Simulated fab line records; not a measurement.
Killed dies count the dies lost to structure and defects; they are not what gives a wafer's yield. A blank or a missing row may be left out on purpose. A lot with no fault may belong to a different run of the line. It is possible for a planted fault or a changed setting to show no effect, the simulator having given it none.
fab line records | flow n5_finfet
[record] lots = 10 | wafers = 30 | last_day = 20
route steps=1938 shown MOL_CONTACT_COAG@540 BEOL_M4@1111 PASSIVATION@1936
lots with no fault: from the same line, run without faults
start_h: start of the lot's first displayed wafer, in hours after the record's first day | wait_h: hours from the lot's prior step to this one | " as in the row above | L1.1+2: one row covering several wafers at once | - either no value or no given start | * or withheld: withheld | < > ~ a bound
route shown NAME@n: names a module that has steps shown in the file, with the first one's number in the route | usual: average and standard deviation across the fault-free wafers | same: alike in all rows | chamber/n: place in a boat | sites: per-site readings | _std_site: standard deviation of those values | _edge_site: inner sites' mean taken away from outer sites' mean | radius_mm: how far each site lies from the wafer's centre | mask NAME#n: copy n | behind: tool/chamber where the wafer was last shaped | hold: reason for holding the lot/hours on hold/outcome of the hold | device: transistor that didn't switch, given as n, p or np | end of line: tests run on the same wafers once the route is complete | a step with no rows: only its recipe | killed: at the first sort, the dies lost to defects and structure; wafer yield is something else | map: per-die view of a wafer (x killed, . not killed, _ where there is no die)
set.NAME: the run value of the setting; set.NAME@STEP: its run value at that earlier step | model.NAME: the simulator's own value behind a step, which no gauge read
the route's steps for a sample of lots (tables are steps, rows are wafers)
services: when a tool's chamber went out of use (start_h, in hours from the record's first day, below 0 if earlier), for how many hours, and the reason
[[steps]]
[step N5_MOL_CONTACT_COAG_CD_MEAS_99]
[recipe] target_cd_nm = 17.2 | polarity = opening
[usual] cd_nm = 17.2/0.37
lot.wafer | tool      | chamber | start_h | wait_h | cd_nm
L295.1    | cd_sem-01 | -       | 85.65   | -      | 17.0
L295.5    | "         | -       | "       | "      | 17.4
L295.6    | "         | -       | "       | "      | 17.2
L297.1    | cd_sem-01 | -       | 100.12  | -      | 17.6
L297.5    | "         | -       | "       | "      | 17.3
L297.6    | "         | -       | "       | "      | 17.3
L300.4    | cd_sem-01 | -       | 118.48  | -      | 17.3
L300.5    | "         | -       | "       | "      | 17.5
L300.6    | "         | -       | "       | "      | 17.9
L303.4    | cd_sem-01 | -       | 137.93  | -      | 17.1
L303.5    | "         | -       | "       | "      | 17.1
L303.6    | "         | -       | "       | "      | 16.5
L309.3    | cd_sem-03 | -       | 174.27  | -      | 17.7
L309.4    | "         | -       | "       | "      | 17.5
L309.5    | "         | -       | "       | "      | 17.9
L311.1    | cd_sem-03 | -       | 183.74  | -      | 17.3
L311.4    | "         | -       | "       | "      | 17.6
L311.5    | "         | -       | "       | "      | 17.2
L312.2    | cd_sem-01 | -       | 192.81  | -      | 17.8
L312.3    | "         | -       | "       | "      | 17.0
L312.4    | "         | -       | "       | "      | 17.0
L314.1    | cd_sem-01 | -       | 206.98  | -      | 17.3
L314.3    | "         | -       | "       | "      | 17.1
L314.4    | "         | -       | "       | "      | 17.2
L316.1    | cd_sem-02 | -       | 218.20  | -      | 17.0
L316.4    | "         | -       | "       | "      | 17.2
L316.6    | "         | -       | "       | "      | 17.3
L317.3    | cd_sem-01 | -       | 220.40  | -      | 17.6
L317.4    | "         | -       | "       | "      | 17.5
L317.5    | "         | -       | "       | "      | 17.5
[step N5_MOL_CONTACT_COAG_IMPLANT_129]
[recipe] species = Ge | energy_kev = 3 | dose_cm2 = 6e+14 | tilt_deg = 0 | rotation_deg = 0
[usual] beam_energy_keV = 3.0000/0.001 | end_station_pressure_torr = 5.63e-06/3e-07
lot.wafer | tool         | chamber | start_h | wait_h | beam_energy_keV | end_station_pressure_torr
L295.1    | implanter-01 | 0       | 92.90   | 7.2    | 2.9997          | 5.84e-06
L295.5    | "            | 0       | "       | "      | 2.9994          | 5.62e-06
L295.6    | "            | 0       | "       | "      | 2.9998          | 5.4e-06
L297.1    | implanter-01 | 0       | 100.15  | 0.0    | 2.9986          | 6.02e-06
L297.5    | "            | 0       | "       | "      | 2.9990          | 5.65e-06
L297.6    | "            | 0       | "       | "      | 2.9984          | 5.53e-06
L300.4    | implanter-01 | 0       | 118.60  | 0.1    | 0.8285          | 6.77e-06
L300.5    | "            | 0       | "       | "      | 0.8263          | 6.13e-06
L300.6    | "            | 0       | "       | "      | 0.8265          | 6.65e-06
L303.4    | implanter-01 | 0       | 138.05  | 0.1    | 0.8272          | 6.16e-06
L303.5    | "            | 0       | "       | "      | 0.8279          | 6.42e-06
L303.6    | "            | 0       | "       | "      | 0.8268          | 6.89e-06
L309.3    | implanter-02 | 0       | 174.36  | 0.1    | 3.0012          | 5.24e-06
L309.4    | "            | 0       | "       | "      | 3.0009          | 5.13e-06
L309.5    | "            | 0       | "       | "      | 3.0001          | 6.02e-06
L311.1    | implanter-02 | 0       | 183.78  | 0.0    | 2.9991          | 5.55e-06
L311.4    | "            | 0       | "       | "      | 3.0006          | 4.97e-06
L311.5    | "            | 0       | "       | "      | 2.9990          | 5.48e-06
L312.2    | implanter-01 | 0       | 192.87  | 0.1    | 3.0004          | 6.26e-06
L312.3    | "            | 0       | "       | "      | 2.9992          | 5.77e-06
L312.4    | "            | 0       | "       | "      | 3.0002          | 5.5e-06
L314.1    | implanter-01 | 0       | 207.01  | 0.0    | 3.0000          | 5.68e-06
L314.3    | "            | 0       | "       | "      | 2.9996          | 5.27e-06
L314.4    | "            | 0       | "       | "      | 3.0007          | 5.96e-06
L316.1    | implanter-01 | 0       | 218.23  | 0.0    | 3.0005          | 5.81e-06
L316.4    | "            | 0       | "       | "      | 3.0001          | 5.86e-06
L316.6    | "            | 0       | "       | "      | 3.0001          | 5.5e-06
L317.3    | implanter-01 | 0       | 220.49  | 0.1    | 2.9999          | 5.59e-06
L317.4    | "            | 0       | "       | "      | 3.0011          | 5.47e-06
L317.5    | "            | 0       | "       | "      | 2.9997          | 5.94e-06
[step N5_MOL_CONTACT_COAG_TI_SIL_19]
[recipe] material = Ti | target_thk_a = 42 | temp_c = 200 | chamber_pressure_pa = 5 | power_w = 5000 | time_s = 15
[usual] throttle_valve_pct = 29.8/0.91
lot.wafer | tool           | chamber | start_h | wait_h | throttle_valve_pct
L295.1    | pvd_sputter-02 | -       | 93.66   | 0.3    | 30.3
L295.5    | "              | -       | "       | "      | 29.2
L295.6    | "              | -       | "       | "      | 29.2
L297.1    | pvd_sputter-01 | -       | 101.52  | 0.2    | 29.5
L297.5    | "              | -       | "       | "      | 28.8
L297.6    | "              | -       | "       | "      | 29.6
L300.4    | pvd_sputter-01 | -       | 119.14  | 0.2    | 29.1
L300.5    | "              | -       | "       | "      | 31.2
L300.6    | "              | -       | "       | "      | 28.7
L303.4    | pvd_sputter-01 | -       | 140.13  | 0.1    | 28.8
L303.5    | "              | -       | "       | "      | 28.9
L303.6    | "              | -       | "       | "      | 31.4
L309.3    | pvd_sputter-03 | -       | 175.39  | 0.4    | 28.6
L309.4    | "              | -       | "       | "      | 29.9
L309.5    | "              | -       | "       | "      | 30.7
L311.1    | pvd_sputter-01 | -       | 184.74  | 0.3    | 28.8
L311.4    | "              | -       | "       | "      | 28.9
L311.5    | "              | -       | "       | "      | 29.0
L312.2    | pvd_sputter-01 | -       | 193.54  | 0.2    | 31.4
L312.3    | "              | -       | "       | "      | 28.8
L312.4    | "              | -       | "       | "      | 29.7
L314.1    | pvd_sputter-02 | -       | 207.47  | 0.2    | 29.2
L314.3    | "              | -       | "       | "      | 29.4
L314.4    | "              | -       | "       | "      | 30.6
L316.1    | pvd_sputter-01 | -       | 218.88  | 0.3    | 31.0
L316.4    | "              | -       | "       | "      | 28.6
L316.6    | "              | -       | "       | "      | 28.6
L317.3    | pvd_sputter-02 | -       | 220.92  | 0.2    | 29.3
L317.4    | "              | -       | "       | "      | 30.6
L317.5    | "              | -       | "       | "      | 29.3
[step N5_MOL_CONTACT_COAG_SPUTTER_130]
[recipe] material = Co | target_thk_a = 475 | temp_c = 25 | chamber_pressure_pa = 0.5 | power_w = 3000
[usual] throttle_valve_pct = 29.8/0.89
lot.wafer | tool           | chamber | start_h | wait_h | throttle_valve_pct
L295.1    | pvd_sputter-03 | -       | 97.44   | 0.0    | 29.8
L295.5    | "              | -       | "       | "      | 30.8
L295.6    | "              | -       | "       | "      | 30.6
L297.1    | pvd_sputter-03 | -       | 106.16  | 0.0    | 28.6
L297.5    | "              | -       | "       | "      | 30.6
L297.6    | "              | -       | "       | "      | 30.3
L300.4    | pvd_sputter-02 | -       | 125.03  | 0.0    | 29.1
L300.5    | "              | -       | "       | "      | 29.2
L300.6    | "              | -       | "       | "      | 29.3
L303.4    | pvd_sputter-01 | -       | 143.89  | 0.0    | 28.7
L303.5    | "              | -       | "       | "      | 28.6
L303.6    | "              | -       | "       | "      | 29.8
L309.3    | pvd_sputter-02 | -       | 180.36  | 0.0    | 29.0
L309.4    | "              | -       | "       | "      | 29.1
L309.5    | "              | -       | "       | "      | 30.6
L311.1    | pvd_sputter-01 | -       | 190.88  | 0.0    | 28.7
L311.4    | "              | -       | "       | "      | 31.1
L311.5    | "              | -       | "       | "      | 31.2
L312.2    | pvd_sputter-01 | -       | 198.85  | 0.0    | 28.8
L312.3    | "              | -       | "       | "      | 28.5
L312.4    | "              | -       | "       | "      | 31.2
L314.1    | pvd_sputter-03 | -       | 212.36  | 0.0    | 28.8
L314.3    | "              | -       | "       | "      | 30.3
L314.4    | "              | -       | "       | "      | 30.1
L316.1    | pvd_sputter-01 | -       | 222.62  | 0.0    | 28.4
L316.4    | "              | -       | "       | "      | 29.5
L316.6    | "              | -       | "       | "      | 31.1
L317.3    | pvd_sputter-02 | -       | 225.60  | 0.0    | 29.2
L317.4    | "              | -       | "       | "      | 30.4
L317.5    | "              | -       | "       | "      | 29.3
[step N5_BEOL_M4_RC_MEAS_101]
[usual] DIBL_N = 37.0/1.6 | DIBL_P = 37.0/2.1 | IOFF_N = 0.17/0.032 | IOFF_P = 0.22/0.043 | ION_N = 679/13 | ION_P = 465/9.5 | RC_DENSE_N = 18.9/0.46 | RC_DENSE_P = 23.6/0.57 | RC_N = 15.4/0.35 | RC_P = 19.3/0.48 | REXT_N = 74.9/1.9 | REXT_P = 100.2/2.4 | SS_N = 71.7/0.59 | SS_P = 73.6/0.64 | VT_N = 249/3.2 | VT_P = -249/4.1
lot.wafer | tool      | chamber | start_h | wait_h | DIBL_N[mV/V] | DIBL_P[mV/V] | IOFF_N[nA/um] | IOFF_P[nA/um] | ION_N[uA/um] | ION_P[uA/um] | RC_DENSE_N[ohm.um] | RC_DENSE_P[ohm.um] | RC_N[ohm.um] | RC_P[ohm.um] | REXT_N[ohm.um] | REXT_P[ohm.um] | SS_N[mV/dec] | SS_P[mV/dec] | VT_N[mV] | VT_P[mV]
L295.1    | prober-01 | 0       | 237.33  | 0.0    | 36.1         | 34.2         | 0.13          | 0.17          | 663          | 454          | 19.1               | 24.0               | 15.6         | 19.6         | 73.9           | 103.6          | 71.3         | 73.7         | 252      | -257
L295.5    | "         | 0       | "       | "      | 37.7         | 34.9         | 0.15          | 0.18          | 662          | 453          | 19.6               | 24.2               | 15.9         | 19.9         | 73.4           | 103.5          | 71.9         | 73.6         | 252      | -256
L295.6    | "         | 0       | "       | "      | 35.1         | 34.2         | 0.12          | 0.17          | 656          | 450          | 19.0               | 23.8               | 15.4         | 19.3         | 73.6           | 100.9          | 72.3         | 73.1         | 257      | -255
L297.1    | prober-01 | 0       | 239.38  | 0.0    | 37.1         | 37.7         | 0.15          | 0.20          | 663          | 453          | 18.8               | 23.9               | 15.3         | 19.4         | 74.4           | 98.2           | 72.1         | 74.2         | 252      | -254
L297.5    | "         | 0       | "       | "      | 36.9         | 37.9         | 0.15          | 0.20          | 678          | 467          | 18.6               | 23.5               | 15.2         | 19.1         | 73.4           | 96.6           | 71.6         | 74.0         | 253      | -254
L297.6    | "         | 0       | "       | "      | 35.1         | 35.9         | 0.13          | 0.19          | 679          | 467          | 18.6               | 23.4               | 15.3         | 19.2         | 73.8           | 97.7           | 71.2         | 73.1         | 253      | -250
L300.4    | prober-01 | 0       | 259.11  | 0.5    | 38.3         | 38.2         | 0.19          | 0.23          | 673          | 459          | 33.1               | 40.7               | 26.8         | 33.1         | 89.5           | 114.7          | 72.0         | 73.2         | 246      | -249
L300.5    | "         | 0       | "       | "      | 39.5         | 38.6         | 0.22          | 0.24          | 666          | 455          | 33.0               | 40.4               | 26.7         | 32.9         | 89.4           | 113.5          | 72.1         | 74.2         | 241      | -248
L300.6    | "         | 0       | "       | "      | 38.3         | 38.5         | 0.20          | 0.22          | 667          | 457          | 32.8               | 40.2               | 26.6         | 32.8         | 87.8           | 116.4          | 71.9         | 73.5         | 245      | -250
L303.4    | prober-01 | 0       | 295.91  | 0.5    | 38.4         | 38.6         | 0.20          | 0.24          | 674          | 460          | 33.7               | 41.4               | 27.1         | 33.6         | 84.8           | 113.8          | 71.3         | 73.9         | 246      | -247
L303.5    | "         | 0       | "       | "      | 38.3         | 39.0         | 0.21          | 0.25          | 686          | 463          | 33.6               | 41.8               | 26.9         | 33.7         | 86.2           | 114.5          | 71.4         | 74.3         | 243      | -247
L303.6    | "         | 0       | "       | "      | 37.5         | 37.0         | 0.18          | 0.22          | 659          | 451          | 33.7               | 42.1               | 27.4         | 34.2         | 85.5           | 115.1          | 71.6         | 73.4         | 249      | -248
L309.3    | prober-02 | 0       | 320.45  | 0.3    | 38.4         | 38.5         | 0.21          | 0.31          | 691          | 481          | 18.2               | 22.9               | 14.8         | 18.4         | 71.3           | 98.5           | 72.2         | 73.4         | 244      | -243
L309.4    | "         | 0       | "       | "      | 35.5         | 34.1         | 0.15          | 0.22          | 667          | 459          | 18.3               | 23.0               | 15.0         | 18.8         | 71.9           | 99.5           | 71.4         | 73.4         | 249      | -248
L309.5    | "         | 0       | "       | "      | 38.5         | 37.9         | 0.21          | 0.28          | 682          | 473          | 18.0               | 22.5               | 14.8         | 18.4         | 70.6           | 99.4           | 72.4         | 73.9         | 244      | -247
L311.1    | prober-02 | 0       | 338.13  | 0.0    | 37.9         | 38.6         | 0.20          | 0.27          | 695          | 476          | 19.0               | 24.2               | 15.4         | 19.7         | 72.9           | 101.8          | 72.2         | 74.1         | 247      | -247
L311.4    | "         | 0       | "       | "      | 38.6         | 38.9         | 0.21          | 0.26          | 681          | 465          | 18.8               | 24.1               | 15.6         | 19.6         | 74.1           | 103.6          | 72.8         | 74.4         | 247      | -245
L311.5    | "         | 0       | "       | "      | 36.5         | 36.7         | 0.17          | 0.23          | 671          | 468          | 19.0               | 24.0               | 15.4         | 19.8         | 73.1           | 103.1          | 71.5         | 72.8         | 247      | -250
L312.2    | prober-01 | 0       | 342.48  | 0.3    | 39.9         | 43.9         | 0.27          | 0.38          | 698          | 481          | 19.0               | 23.3               | 15.4         | 19.1         | 75.6           | 95.9           | 72.1         | 75.1         | 241      | -241
L312.3    | "         | 0       | "       | "      | 34.1         | 37.2         | 0.14          | 0.22          | 659          | 458          | 18.7               | 23.3               | 15.2         | 18.7         | 74.7           | 96.5           | 71.6         | 73.2         | 249      | -251
L312.4    | "         | 0       | "       | "      | 33.9         | 35.6         | 0.14          | 0.20          | 655          | 453          | 19.2               | 23.7               | 15.6         | 19.3         | 73.6           | 95.6           | 71.4         | 73.2         | 251      | -249
L314.1    | prober-02 | 0       | 343.28  | 0.0    | 35.7         | 35.7         | 0.15          | 0.22          | 668          | 463          | 18.9               | 24.0               | 15.2         | 19.3         | 75.3           | 98.1           | 72.1         | 73.2         | 249      | -248
L314.3    | "         | 0       | "       | "      | 37.2         | 38.3         | 0.19          | 0.26          | 687          | 472          | 19.1               | 23.9               | 15.4         | 19.7         | 74.8           | 98.8           | 72.0         | 73.7         | 248      | -247
L314.4    | "         | 0       | "       | "      | 36.7         | 36.9         | 0.16          | 0.21          | 670          | 458          | 19.1               | 24.2               | 15.6         | 19.7         | 74.8           | 98.5           | 71.7         | 74.2         | 252      | -249
L316.1    | prober-01 | 0       | 351.16  | 0.0    | 35.7         | 37.3         | 0.13          | 0.16          | 671          | 455          | 19.4               | 24.0               | 15.8         | 19.3         | 76.9           | 100.8          | 71.9         | 73.7         | 256      | -257
L316.4    | "         | 0       | "       | "      | 35.9         | 37.6         | 0.14          | 0.17          | 675          | 451          | 19.0               | 23.3               | 15.3         | 18.9         | 76.5           | 100.5          | 71.2         | 73.8         | 251      | -258
L316.6    | "         | 0       | "       | "      | 35.4         | 36.7         | 0.13          | 0.16          | 655          | 441          | 19.1               | 23.6               | 15.5         | 19.2         | 77.5           | 99.5           | 71.5         | 73.3         | 251      | -259
L317.3    | prober-02 | 0       | 375.05  | 0.3    | 38.4         | 39.5         | 0.22          | 0.32          | 700          | 492          | 18.3               | 22.9               | 14.8         | 18.6         | 76.6           | 98.0           | 71.9         | 74.2         | 243      | -240
L317.4    | "         | 0       | "       | "      | 39.6         | 40.4         | 0.26          | 0.36          | 719          | 489          | 18.5               | 23.0               | 15.1         | 18.8         | 75.5           | 98.8           | 72.6         | 75.2         | 241      | -240
L317.5    | "         | 0       | "       | "      | 39.7         | 40.2         | 0.25          | 0.35          | 707          | 487          | 18.9               | 23.7               | 15.3         | 19.3         | 75.7           | 98.6           | 72.2         | 74.7         | 242      | -238
[step N5_PASSIVATION_PROBE_49]
[usual] defect_limited_yield = 91.2/1.6 | killed_at_M0_to_M3 = 33/11 | killed_at_M4_up = 14/5 | killed_at_contacts = 12/5.8 | killed_at_front_end = 41/12 | killed_at_other = 3.5/2.9 | killed_dies = 104/19 | killed_open = 68/14 | killed_short = 34/8.8 | sort_bin_4_leakage = 0.00/0.017 | sort_bin_5_function = 5.2/1.1 | sort_bin_6_memory = 3.2/0.71 | sort_n_pass = 1076/19 | sort_yield_pct = 91.2/1.6
[same] gross_dies = 1180 | killed_at_back_side = 0 | sort_bin_8_speed[%] = 0
lot.wafer | tool      | chamber | start_h | wait_h | defect_limited_yield[%] | killed_at_M0_to_M3 | killed_at_M4_up | killed_at_contacts | killed_at_front_end | killed_at_other | killed_dies | killed_open | killed_short | sort_bin_4_leakage[%] | sort_bin_5_function[%] | sort_bin_6_memory[%] | sort_n_pass | sort_yield_pct[%]
L297.1    | prober-01 | -       | 349.00  | 0.0    | 90.1                    | 30                 | 14              | 12                 | 54                  | 7               | 117         | 79          | 35           | 0                     | 5.7                    | 4.0                  | 1063        | 90.1
L297.5    | prober-01 | -       | 349.20  | 0.2    | 91.4                    | 37                 | 13              | 5                  | 45                  | 1               | 101         | 61          | 39           | 0                     | 4.7                    | 3.5                  | 1079        | 91.4
L297.6    | prober-01 | -       | 349.25  | 0.3    | 91.0                    | 23                 | 8               | 13                 | 56                  | 6               | 106         | 66          | 40           | 0                     | 5.7                    | 3.0                  | 1074        | 91.0
L309.3    | prober-02 | -       | 425.06  | 0.1    | 88.1                    | 47                 | 21              | 13                 | 54                  | 5               | 140         | 109         | 30           | 0                     | 6.4                    | 5.2                  | 1040        | 88.1
L309.4    | prober-02 | -       | 425.11  | 0.2    | 91.8                    | 30                 | 15              | 3                  | 39                  | 10              | 97          | 58          | 35           | 0                     | 5.3                    | 2.4                  | 1083        | 91.8
L309.5    | prober-02 | -       | 425.16  | 0.2    | 90.4                    | 51                 | 17              | 9                  | 34                  | 2               | 113         | 74          | 39           | 0                     | 5.7                    | 3.1                  | 1067        | 90.4
L311.1    | prober-01 | -       | 444.24  | 0.0    | 92.0                    | 23                 | 21              | 8                  | 35                  | 7               | 94          | 61          | 33           | 0                     | 4.4                    | 3.1                  | 1086        | 92.0
L311.4    | prober-01 | -       | 444.39  | 0.2    | 93.8                    | 17                 | 10              | 13                 | 31                  | 2               | 73          | 53          | 19           | 0                     | 3.7                    | 2.3                  | 1107        | 93.8
L311.5    | prober-01 | -       | 444.44  | 0.2    | 91.8                    | 24                 | 18              | 15                 | 36                  | 4               | 97          | 65          | 32           | 0                     | 4.4                    | 3.1                  | 1083        | 91.8
L312.2    | prober-01 | -       | 449.66  | 0.1    | 94.5                    | 27                 | 12              | 8                  | 16                  | 2               | 65          | 44          | 21           | 0.17                  | 4.0                    | 1.4                  | 1113        | 94.3
L312.3    | prober-01 | -       | 449.71  | 0.1    | 91.8                    | 33                 | 13              | 12                 | 37                  | 2               | 97          | 63          | 32           | 0                     | 4.9                    | 3.2                  | 1083        | 91.8
L312.4    | prober-01 | -       | 449.76  | 0.2    | 93.1                    | 42                 | 8               | 8                  | 23                  | 0               | 81          | 61          | 19           | 0                     | 4.9                    | 1.9                  | 1099        | 93.1
L314.1    | prober-02 | -       | 452.80  | 0.0    | 91.3                    | 26                 | 12              | 19                 | 43                  | 3               | 103         | 60          | 43           | 0                     | 4.9                    | 3.2                  | 1077        | 91.3
L314.3    | prober-02 | -       | 452.90  | 0.1    | 94.1                    | 7                  | 18              | 9                  | 36                  | 0               | 70          | 36          | 34           | 0                     | 3.1                    | 2.6                  | 1110        | 94.1
L314.4    | prober-02 | -       | 452.95  | 0.2    | 91.6                    | 24                 | 12              | 13                 | 47                  | 3               | 99          | 72          | 27           | 0                     | 4.9                    | 3.1                  | 1081        | 91.6
// killed by level:class
L297.1 STI_FIN_REVEAL:geometric_particle:open=13 FIN_SAQP:geometric_particle:short=10 DUMMY_GATE:geometric_particle:open=8 MOL_CONTACT_COAG:geometric_particle:open=8 BEOL_M0_SAQP:geometric_particle:open=7 BEOL_M3:geometric_particle:open=7 BEOL_M2:geometric_particle:open=6 BEOL_M1:geometric_particle:open=5
L297.5 BEOL_M2:geometric_particle:open=10 FIN_SAQP:geometric_particle:short=8 BEOL_M0_SAQP:geometric_particle:short=8 FIN_SAQP:geometric_particle:open=7 BEOL_M4:geometric_particle:open=7 GATE_CUT:geometric_particle:open=6 BEOL_M1:geometric_particle:open=6 STARTING-WAFER:geometric_particle:short=6
L297.6 FIN_SAQP:geometric_particle:short=17 FIN_SAQP:geometric_particle:open=13 MOL_CONTACT_COAG:geometric_particle:open=11 STI_FIN_REVEAL:geometric_particle:open=7 BEOL_M2:geometric_particle:open=7 BEOL_M4:geometric_particle:open=6 BEOL_M2:geometric_particle:short=5 BEOL_M1:geometric_particle:open=4
L309.3 FIN_SAQP:geometric_particle:open=17 BEOL_M2:geometric_particle:open=14 STI_FIN_REVEAL:geometric_particle:open=12 MOL_CONTACT_COAG:geometric_particle:open=12 BEOL_M1:geometric_particle:open=11 BEOL_M0_SAQP:geometric_particle:open=10 BEOL_M4:geometric_particle:open=7 STARTING-WAFER:geometric_particle:open=5
L309.4 FIN_SAQP:geometric_particle:open=9 BEOL_M1:geometric_particle:open=7 BEOL_M3:geometric_particle:open=7 STI_FIN_REVEAL:geometric_particle:open=6 BEOL_M4:geometric_particle:open=5 FIN_SAQP:geometric_particle:short=4 BEOL_M3:geometric_particle:short=4 HKMG_FIN:area_etch=4
L309.5 BEOL_M0_SAQP:geometric_particle:short=14 BEOL_M2:geometric_particle:open=10 BEOL_M0_SAQP:geometric_particle:open=9 MOL_CONTACT_COAG:geometric_particle:open=8 BEOL_M4:geometric_particle:open=8 BEOL_M3:geometric_particle:open=7 FIN_SAQP:geometric_particle:open=6 STI_FIN_REVEAL:geometric_particle:open=6
L311.1 STI_FIN_REVEAL:geometric_particle:open=7 MOL_CONTACT_COAG:geometric_particle:open=7 BEOL_M4:geometric_particle:open=7 FIN_SAQP:geometric_particle:open=6 BEOL_M0_SAQP:geometric_particle:open=6 FIN_SAQP:geometric_particle:short=5 GATE_CUT:geometric_particle:short=5 BEOL_M3:geometric_particle:open=5
L311.4 STI_FIN_REVEAL:geometric_particle:open=12 MOL_CONTACT_COAG:geometric_particle:open=11 BEOL_M3:geometric_particle:open=4 BEOL_M3:geometric_particle:short=4 FIN_SAQP:geometric_particle:short=3 BEOL_M5:geometric_particle:open=3 BEOL_M1:geometric_particle:open=3 BEOL_M4:geometric_particle:open=3
L311.5 MOL_CONTACT_COAG:geometric_particle:open=13 BEOL_M3:geometric_particle:open=11 FIN_SAQP:geometric_particle:open=9 FIN_SAQP:geometric_particle:short=7 STI_FIN_REVEAL:geometric_particle:open=5 BEOL_M5:geometric_particle:open=5 BEOL_M1:geometric_particle:open=4 GATE_CUT:geometric_particle:short=4
L312.2 BEOL_M0_SAQP:geometric_particle:open=11 MOL_CONTACT_COAG:geometric_particle:open=7 BEOL_M0_SAQP:geometric_particle:short=6 GATE_CUT:geometric_particle:short=5 BEOL_M2:geometric_particle:open=4 BEOL_M5:geometric_particle:short=4 STI_FIN_REVEAL:geometric_particle:open=3 BEOL_M3:geometric_particle:open=3
L312.3 MOL_CONTACT_COAG:geometric_particle:open=9 BEOL_M0_SAQP:geometric_particle:open=9 BEOL_M0_SAQP:geometric_particle:short=8 STI_FIN_REVEAL:geometric_particle:open=7 BEOL_M2:geometric_particle:open=5 FIN_SAQP:geometric_particle:open=4 GATE_CUT:geometric_particle:open=4 BEOL_M3:geometric_particle:short=4
L312.4 BEOL_M3:geometric_particle:open=16 BEOL_M0_SAQP:geometric_particle:open=8 MOL_CONTACT_COAG:geometric_particle:open=7 BEOL_M0_SAQP:geometric_particle:short=7 STI_FIN_REVEAL:geometric_particle:open=5 GATE_CUT:geometric_particle:short=5 BEOL_M2:geometric_particle:open=5 BEOL_M1:geometric_particle:open=4
L314.1 FIN_SAQP:geometric_particle:open=11 MOL_CONTACT_COAG:geometric_particle:open=11 FIN_SAQP:geometric_particle:short=8 MOL_CONTACT_COAG:geometric_particle:short=8 BEOL_M2:geometric_particle:open=5 DUMMY_GATE:geometric_particle:open=5 GATE_CUT:geometric_particle:short=5 BEOL_M4:geometric_particle:open=5
L314.3 FIN_SAQP:geometric_particle:short=8 BEOL_M4:geometric_particle:open=8 MOL_CONTACT_COAG:geometric_particle:open=7 STI_FIN_REVEAL:geometric_particle:open=5 FIN_SAQP:geometric_particle:open=4 GATE_CUT:geometric_particle:short=4 BEOL_M4:geometric_particle:short=4 STARTING-WAFER:geometric_particle:short=4
L314.4 STI_FIN_REVEAL:geometric_particle:open=14 MOL_CONTACT_COAG:geometric_particle:open=12 DUMMY_GATE:geometric_particle:open=7 GATE_CUT:geometric_particle:short=6 FIN_SAQP:geometric_particle:open=5 BEOL_M3:geometric_particle:open=5 FIN_SAQP:geometric_particle:short=4 BEOL_M0_SAQP:geometric_particle:open=4
[[services]]
tool           | chamber | start_h | hours | kind
pvd_sputter-03 | -       | 119.69  | 7.0   | repair
implanter-01   | -       | 122.28  | 4.1   | pm
pvd_sputter-02 | -       | 123.05  | 1.0   | repair
pvd_sputter-02 | -       | 137.09  | 1.4   | repair
implanter-02   | -       | 137.66  | 25.5  | pm
implanter-02   | -       | 163.19  | 2.2   | pm
implanter-02   | -       | 204.52  | 1.7   | repair
[[key]]
[first_sign] step = N5_MOL_CONTACT_COAG_IMPLANT_129 | reading = beam_energy_keV | direction = down | sigmas = 99+ | usual = 3.0000 | struck = 0.8272
[effect] step = N5_MOL_CONTACT_COAG_IMPLANT_129 | reading = end_station_pressure_torr | direction = up | sigmas = 2.9 | usual = 5.63e-06 | struck = 6.5e-06
[effect] step = N5_BEOL_M4_RC_MEAS_101 | reading = RC_N | direction = up | sigmas = 33 | usual = 15.4 | struck = 26.9
[effect] step = N5_BEOL_M4_RC_MEAS_101 | reading = RC_DENSE_N | direction = up | sigmas = 31 | usual = 18.9 | struck = 33.3
[effect] step = N5_BEOL_M4_RC_MEAS_101 | reading = RC_DENSE_P | direction = up | sigmas = 31 | usual = 23.6 | struck = 41.1
[effect] step = N5_BEOL_M4_RC_MEAS_101 | reading = RC_P | direction = up | sigmas = 29 | usual = 19.3 | struck = 33.4
[effect] step = N5_BEOL_M4_RC_MEAS_101 | reading = REXT_N | direction = up | sigmas = 6.7 | usual = 74.9 | struck = 87.2
[effect] step = N5_BEOL_M4_RC_MEAS_101 | reading = REXT_P | direction = up | sigmas = 6 | usual = 100.2 | struck = 114.7
met_at N5_MOL_CONTACT_COAG_IMPLANT_129
struck_lots L300,L303
not_acting_at N5_MOL_CONTACT_COAG_CD_MEAS_99,N5_MOL_CONTACT_COAG_TI_SIL_19,N5_MOL_CONTACT_COAG_SPUTTER_130
onset_between 100.15 118.60
[fault] kind = process_parameter_drift | tool = implanter-01 | chamber = - | onset_h = 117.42 | steps = N5_MOL_CONTACT_COAG_IMPLANT_129 | channel = energy_kev | offset = -2.1735 | shape = step | end_h = 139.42 | acts_in = these_recipes_only | stated = 3
